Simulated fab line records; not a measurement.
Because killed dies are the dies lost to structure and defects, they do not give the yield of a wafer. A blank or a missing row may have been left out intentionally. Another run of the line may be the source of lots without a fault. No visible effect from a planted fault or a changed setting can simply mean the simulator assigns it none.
Chamber matching | flow n5_finfet | N5_BEOL_M6_STRIP_19 on rie_diel-04: 4 sister chambers
The step strips in O2. 4 wafers are shown with their chamber, then 7 later ones without.

WAFERS WITH THEIR CHAMBER
wafer  | chamber | throttle_valve_pct (%)
L081.6 | 2       | 16.52
L084.4 | 1       | 17.11
L093.1 | 3       | 16.39
L093.5 | 0       | 16.43

WAFERS MISSING THEIR CHAMBER
wafer  | throttle_valve_pct (%)
L093.6 | 17.13
L094.3 | 16.44
L094.4 | 16.45
L094.6 | 16.58
L097.1 | 16.61
L097.2 | 16.44
L097.4 | 16.60

WHICH CHAMBER EACH ONE RAN IN
wafer  | from the rows above          | in truth
L093.6 | 1                            | 1
L094.3 | can't be placed: 0 or 3 or 2 | 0
L094.4 | can't be placed: 0 or 3 or 2 | 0
L094.6 | can't be placed: 2 or 0      | 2
L097.1 | can't be placed: 2 or 0      | 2
L097.2 | can't be placed: 0 or 3 or 2 | 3
L097.4 | can't be placed: 2 or 0      | 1
Correctly placed: 1 of 7. Unplaceable from these rows: 6, with the true chamber sitting among the candidates in 5. Placed wrongly: 0.
How it was worked out, from the rows above alone: a wafer's distance from a chamber is the root of the sum, over the readings, of the square of ((its reading less the chamber's mean) divided by the reading's scatter). If the next closest chamber is less than 2 further off than the closest, the wafer can't be placed; otherwise it belongs to the closest. Each chamber's mean is taken over the wafers shown for it. The scatter: with one shown wafer a chamber, the root of the mean of the squares of how far each hidden wafer lies from its nearest shown one.
